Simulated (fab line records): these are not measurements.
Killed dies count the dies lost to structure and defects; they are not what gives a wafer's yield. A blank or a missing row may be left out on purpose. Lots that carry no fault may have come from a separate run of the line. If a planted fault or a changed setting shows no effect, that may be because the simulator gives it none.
fab line records | flow nand_harc | part 2 of 2: steps 25 to 31 of 31
record lots=5 | wafers=15 | last_day=33
route steps=1302 shown A_STAIRCASE@781
lots with no fault: from the same line, run without faults
start_h: start of the lot's first displayed wafer, in hours after the record's first day | wait_h: hours elapsed since this lot's preceding step | " repeats the value in the row above | L1.1+2: a single row standing in for several wafers | - no value present, or no start provided | * or withheld: withheld | < > ~ a bound
route shown NAME@n: a module of which the file shows steps, and the number in the route of the first | usual: mean/standard deviation taken from wafers without a fault | same: alike in all rows | chamber/n: place in a boat | sites: readings site by site | _std_site: the values' standard deviation | _edge_site: outer sites' mean less inner sites' | radius_mm: how far each site lies from the wafer's centre | mask NAME#n: copy n | behind: the tool/chamber that last shaped the wafer | hold: why the lot went on hold/how many hours it stayed there/how the hold came to an end | device: whichever transistor did not switch (one of n, p or np) | end of line: the route-end tests of the same wafers | where a step has no rows: the recipe by itself | killed: the dies lost at the first sort to structure and to defects; this is not the yield of the wafer | map: a wafer's dies, x killed, . not, _ none there
set.NAME: the setting the step ran with; set.NAME@STEP: the setting that earlier step ran with | model.NAME: the simulator's own value behind a step, which no gauge read
lots at selected steps of the route; one table per step, one row per wafer
services: when a tool's chamber went out of use (start_h, in hours from the record's first day, below 0 if earlier), for how many hours, and the reason
## steps
# step NHARC_A_STAIRCASE_ETCH_292
# recipe cf4_flow_sccm=100 | chf3_flow_sccm=30 | ar_flow_sccm=0 | rf_w=500 | bias_w=200 | chemistry=CF4/CHF3
# usual drypump_motor_current_A=5.8/0.47 | oes_product_au=0.937/0.02 | rf_vpp_V=370.9/2.5 | showerhead_plenum_p_Torr=1.58/0.073 | throttle_valve_pct=16.804/0.0094
lot.wafer | tool        | chamber | start_h | wait_h | drypump_motor_current_A | oes_product_au | rf_hours_counter_h | rf_vpp_V | showerhead_plenum_p_Torr | throttle_valve_pct
L075.1    | rie_diel-09 | 3       | 388.15  | 0.1    | 5.5                     | 0.924          | 18                 | 370.4    | 1.57                     | 16.811
L075.2    | "           | 0       | "       | "      | 6.1                     | 0.923          | 19                 | 371.7    | 1.59                     | 16.805
L075.6    | "           | 1       | "       | "      | 5.5                     | 0.940          | -                  | 372.2    | 1.58                     | 16.789
L077.1    | rie_diel-01 | 2       | 423.65  | 0.2    | 6.4                     | 0.932          | 18                 | 375.9    | 1.70                     | 16.812
L077.5    | "           | 2       | "       | "      | 6.4                     | 0.929          | -                  | 375.5    | 1.70                     | 16.811
L077.6    | "           | 3       | "       | "      | 6.1                     | 0.917          | -                  | 366.3    | 1.47                     | 16.815
L079.2    | rie_diel-09 | 0       | 427.80  | 0.1    | 6.1                     | 0.919          | 36                 | 369.4    | 1.59                     | 16.821
L079.1    | "           | 3       | "       | "      | 5.5                     | 0.925          | 36                 | 371.7    | 1.57                     | 16.797
L079.6    | "           | 1       | "       | "      | 5.5                     | 0.920          | -                  | 370.4    | 1.58                     | 16.820
L091.2    | rie_diel-05 | 0       | 561.99  | 0.1    | 5.9                     | 0.941          | 42                 | 368.5    | 1.47                     | 16.781
L091.4    | "           | 3       | "       | "      | 6.3                     | 0.954          | 39                 | 373.0    | 1.64                     | 16.809
L091.5    | "           | 0       | "       | "      | 5.9                     | 0.941          | -                  | 366.6    | 1.47                     | 16.798
L094.3    | rie_diel-09 | 3       | 585.55  | 0.1    | 5.5                     | 0.917          | 22                 | 368.6    | 1.56                     | 16.808
L094.2    | "           | 0       | "       | "      | 6.1                     | 0.918          | 30                 | 371.1    | 1.58                     | 16.809
L094.5    | "           | 0       | "       | "      | 6.1                     | 0.912          | -                  | 370.0    | 1.58                     | 16.788
# step NHARC_A_STAIRCASE_HM_OPEN_460
# recipe o2_flow_sccm=400 | cos_flow_sccm=20 | ar_flow_sccm=0 | rf_w=500 | bias_w=300 | chemistry=O2/COS
# usual drypump_motor_current_A=5.8/0.47 | oes_product_au=0.998/0.0079 | rf_vpp_V=467/3 | showerhead_plenum_p_Torr=3.14/0.14 | throttle_valve_pct=28.329/0.0092
lot.wafer | tool        | chamber | start_h | wait_h | drypump_motor_current_A | oes_product_au | rf_hours_counter_h | rf_vpp_V | showerhead_plenum_p_Torr | throttle_valve_pct
L075.1    | rie_diel-09 | 1       | -       | -      | 5.5                     | 0.999          | 22                 | 470      | 3.14                     | 28.337
L075.2    | "           | 3       | "       | "      | 5.6                     | 1.002          | 18                 | 467      | 3.12                     | 28.325
L075.6    | "           | 1       | "       | "      | 5.5                     | 1.002          | -                  | 468      | 3.14                     | 28.350
L077.1    | rie_diel-01 | 3       | -       | -      | 6.1                     | 0.979          | 17                 | 464      | 2.92                     | 28.318
L077.6    | "           | 3       | "       | "      | 6.1                     | 0.982          | -                  | 464      | 2.92                     | 28.325
L077.5    | "           | 0       | "       | "      | 4.8                     | 0.993          | -                  | 471      | 3.37                     | 28.339
L079.1    | rie_diel-09 | 2       | -       | -      | 5.8                     | 1.011          | 20                 | 464      | 2.96                     | 28.324
L079.2    | "           | 3       | "       | "      | 5.5                     | 0.997          | 36                 | 468      | 3.11                     | 28.319
L079.6    | "           | 2       | "       | "      | 5.8                     | 1.010          | -                  | 465      | 2.96                     | 28.328
L091.4    | rie_diel-05 | 1       | -       | -      | 5.3                     | 0.999          | 43                 | 470      | 3.21                     | 28.328
L091.2    | "           | 2       | "       | "      | 4.7                     | 0.989          | 41                 | 466      | 3.09                     | 28.318
L091.5    | "           | 0       | "       | "      | 5.9                     | 1.001          | -                  | 465      | 2.92                     | 28.327
L094.2    | rie_diel-09 | 0       | -       | -      | 6.1                     | 0.992          | 30                 | 468      | 3.13                     | 28.327
L094.3    | "           | 1       | "       | "      | 5.6                     | 0.995          | 20                 | 467      | 3.11                     | 28.322
L094.5    | "           | 1       | "       | "      | 5.5                     | 1.011          | -                  | 467      | 3.11                     | 28.332
# step NHARC_A_STAIRCASE_STRIP_461
# recipe o2_flow_sccm=400 | cos_flow_sccm=20 | ar_flow_sccm=0 | bias_w=0 | chemistry=O2/COS
lot.wafer  | tool        | chamber | start_h | wait_h
L075.2+1+6 | rie_diel-09 | 0,3,1   | -       | -
L077.1+5+6 | rie_diel-01 | 0,0,3   | -       | -
L079.2+1+6 | rie_diel-09 | 0,1,2   | -       | -
L091.4+2+5 | rie_diel-05 | 0,1,1   | -       | -
L094.3+2+5 | rie_diel-09 | 1,3,1   | -       | -
# step NHARC_A_STAIRCASE_ETCH_452
# recipe target_depth_a=300 | overetch_a=30 | time_s=16.5 | ion_energy_ev=100 | cf4_flow_sccm=80 | o2_flow_sccm=20 | ar_flow_sccm=0 | rf_w=300 | bias_w=100 | chemistry=CF4/O2
# usual drypump_motor_current_A=5.8/0.46 | oes_product_au=0.999/0.0076 | rf_vpp_V=198.0/1.6 | showerhead_plenum_p_Torr=1.34/0.065 | throttle_valve_pct=13.397/0.009
# same time_s=16.5
lot.wafer | tool        | chamber | start_h | wait_h | drypump_motor_current_A | oes_product_au | rf_hours_counter_h | rf_vpp_V | showerhead_plenum_p_Torr | throttle_valve_pct
L075.1    | rie_diel-09 | 0       | -       | -      | 6.1                     | 0.986          | 19                 | 197.4    | 1.35                     | 13.385
L075.2    | "           | 1       | "       | "      | 5.5                     | 1.008          | 22                 | 198.7    | 1.34                     | 13.391
L075.6    | "           | 0       | "       | "      | 6.1                     | 0.995          | -                  | 196.6    | 1.35                     | 13.399
L077.1    | rie_diel-01 | 0       | -       | -      | 4.8                     | 1.018          | 7                  | 198.6    | 1.44                     | 13.393
L077.6    | "           | 0       | "       | "      | 4.8                     | 1.003          | -                  | 199.7    | 1.44                     | 13.396
L077.5    | "           | 2       | "       | "      | 6.4                     | 1.000          | -                  | 201.0    | 1.44                     | 13.392
L079.1    | rie_diel-09 | 3       | -       | -      | 5.5                     | 1.000          | 36                 | 197.9    | 1.33                     | 13.399
L079.2    | "           | 0       | "       | "      | 6.1                     | 1.005          | 36                 | 198.3    | 1.35                     | 13.407
L079.6    | "           | 2       | "       | "      | 5.8                     | 0.999          | -                  | 195.9    | 1.26                     | 13.399
L091.2    | rie_diel-05 | 3       | -       | -      | 6.4                     | 1.000          | 39                 | 199.7    | 1.40                     | 13.417
L091.4    | "           | 2       | "       | "      | 4.7                     | 0.990          | 41                 | 197.5    | 1.32                     | 13.394
L091.5    | "           | 3       | "       | "      | 6.3                     | 0.998          | -                  | 200.4    | 1.40                     | 13.413
L094.3    | rie_diel-09 | 2       | -       | -      | 5.8                     | 1.010          | 30                 | 196.9    | 1.25                     | 13.390
L094.2    | "           | 3       | "       | "      | 5.5                     | 1.017          | 22                 | 198.1    | 1.32                     | 13.382
L094.5    | "           | 3       | "       | "      | 5.5                     | 0.998          | -                  | 197.1    | 1.32                     | 13.406
# step NHARC_A_STAIRCASE_ETCH_294
# recipe target_depth_a=49890 | time_s=1211.6 | ion_energy_ev=800 | c4f8_flow_sccm=80 | o2_flow_sccm=60 | ar_flow_sccm=withheld | rf_w=600 | bias_w=3000 | chemistry=C4F8/O2/Ar
# usual oes_product_au=0.933/0.011 | rf_vpp_V=1828/12
# same time_s=1211.6
lot.wafer | tool        | chamber | start_h | wait_h | oes_product_au | rf_hours_counter_h | rf_vpp_V
L075.2    | rie_diel-09 | 1       | -       | -      | 0.937          | 22                 | 1829
L075.1    | "           | 0       | "       | "      | 0.937          | 19                 | 1831
L075.6    | "           | 0       | "       | "      | 0.929          | -                  | 1830
L077.1    | rie_diel-01 | 2       | -       | -      | 0.932          | 19                 | 1846
L077.6    | "           | 3       | "       | "      | 0.926          | -                  | 1811
L077.5    | "           | 0       | "       | "      | 0.929          | -                  | 1847
L079.1    | rie_diel-09 | 2       | -       | -      | 0.940          | 20                 | 1815
L079.2    | "           | 0       | "       | "      | 0.923          | 37                 | 1831
L079.6    | "           | 2       | "       | "      | 0.923          | -                  | 1815
L091.4    | rie_diel-05 | 1       | -       | -      | 0.934          | 44                 | 1835
L091.2    | "           | 2       | "       | "      | 0.937          | 41                 | 1824
L091.5    | "           | 0       | "       | "      | 0.937          | -                  | 1811
L094.3    | rie_diel-09 | 1       | -       | -      | 0.914          | 20                 | 1824
L094.2    | "           | 3       | "       | "      | 0.947          | 23                 | 1824
L094.5    | "           | 2       | "       | "      | 0.933          | -                  | 1811
# step NHARC_A_STAIRCASE_STRIP_295
# recipe o2_flow_sccm=500 | ar_flow_sccm=0 | bias_w=0 | chemistry=O2
# usual drypump_motor_current_A=5.8/0.47 | oes_product_au=0.998/0.007 | rf_vpp_V=57.9/0.9 | showerhead_plenum_p_Torr=3.56/0.16 | throttle_valve_pct=17.037/0.0093
lot.wafer | tool        | chamber | start_h | wait_h | drypump_motor_current_A | oes_product_au | rf_hours_counter_h | rf_vpp_V | showerhead_plenum_p_Torr | throttle_valve_pct
L075.1    | rie_diel-09 | 3       | -       | -      | 5.5                     | 0.992          | 19                 | 56.8     | 3.53                     | 17.040
L075.2    | "           | 0       | "       | "      | 6.1                     | 0.998          | 20                 | 57.5     | 3.57                     | 17.035
L075.6    | "           | 0       | "       | "      | 6.1                     | 0.995          | -                  | 56.9     | 3.58                     | 17.031
L077.1    | rie_diel-01 | 2       | -       | -      | 6.4                     | 1.002          | 20                 | 57.9     | 3.80                     | 17.020
L077.5    | "           | 3       | "       | "      | 6.0                     | 0.989          | -                  | 58.7     | 3.30                     | 17.053
L077.6    | "           | 0       | "       | "      | 4.9                     | 1.013          | -                  | 58.6     | 3.80                     | 17.032
L079.1    | rie_diel-09 | 1       | -       | -      | 5.5                     | 1.007          | 44                 | 58.6     | 3.54                     | 17.026
L079.2    | "           | 3       | "       | "      | 5.5                     | 1.003          | 37                 | 56.9     | 3.52                     | 17.056
L079.6    | "           | 0       | "       | "      | 6.1                     | 1.004          | -                  | 58.4     | 3.57                     | 17.048
L091.4    | rie_diel-05 | 0       | -       | -      | 5.8                     | 0.998          | 43                 | 57.7     | 3.30                     | 17.054
L091.2    | "           | 3       | "       | "      | 6.4                     | 1.000          | 40                 | 58.9     | 3.68                     | 17.054
L091.5    | "           | 1       | "       | "      | 5.4                     | 0.994          | -                  | 56.7     | 3.62                     | 17.032
L094.3    | rie_diel-09 | 0       | -       | -      | 6.1                     | 0.998          | 30                 | 55.9     | 3.54                     | 17.037
L094.2    | "           | 2       | "       | "      | 5.8                     | 1.001          | 31                 | 57.7     | 3.32                     | 17.034
L094.5    | "           | 1       | "       | "      | 5.5                     | 1.001          | -                  | 57.6     | 3.52                     | 17.039
# step NHARC_A_STAIRCASE_STRIP_296
# recipe time_s=900 | temp_c=130 | chemistry=SPM
# same time_s=900
lot.wafer  | tool         | chamber | start_h | wait_h
L075.2+6+1 | wet_bench-01 | 1,2,4   | 390.27  | -
L077.1+6+5 | wet_bench-01 | 4,7,0   | 425.87  | -
L079.6+1+2 | wet_bench-09 | 1,2,5   | 429.43  | -
L091.4+5+2 | wet_bench-01 | 2,3,4   | 563.66  | -
L094.2+5+3 | wet_bench-01 | 0,1,3   | 587.17  | -
## services
tool           | chamber | start_h | hours | kind
rie_diel-01    | 2       | 354.91  | 5.2   | repair
rie_diel-09    | 2       | 358.23  | 47.1  | repair
rie_diel-01    | -       | 380.80  | 9.0   | pm
wet_bench-03   | -       | 386.40  | 8.0   | pm
rie_diel-09    | -       | 386.94  | 0.4   | repair
krf_scanner-03 | -       | 396.00  | 4.0   | pm
wet_bench-09   | -       | 397.19  | 7.4   | repair
rie_diel-09    | 0       | 399.13  | 5.0   | repair
litho_track-02 | -       | 402.00  | 7.0   | pm
rie_diel-05    | -       | 409.71  | 9.0   | pm
litho_track-07 | -       | 426.01  | 7.0   | pm
rie_diel-09    | 3       | 448.75  | 12.9  | repair
litho_track-03 | -       | 450.00  | 7.0   | pm
wet_bench-01   | -       | 453.64  | 8.0   | pm
rie_diel-01    | 1       | 476.34  | 10.3  | repair
rie_diel-09    | -       | 497.19  | 9.0   | pm
wet_bench-09   | -       | 528.93  | 8.0   | pm
krf_scanner-03 | -       | 535.12  | 0.3   | repair
rie_diel-01    | -       | 557.80  | 9.0   | pm
rie_diel-09    | 3       | 560.62  | 8.5   | repair
wet_bench-03   | -       | 562.40  | 8.0   | pm
rie_diel-09    | 1       | 566.46  | 6.7   | repair
krf_scanner-03 | -       | 568.00  | 4.0   | pm
litho_track-02 | -       | 577.00  | 7.0   | pm
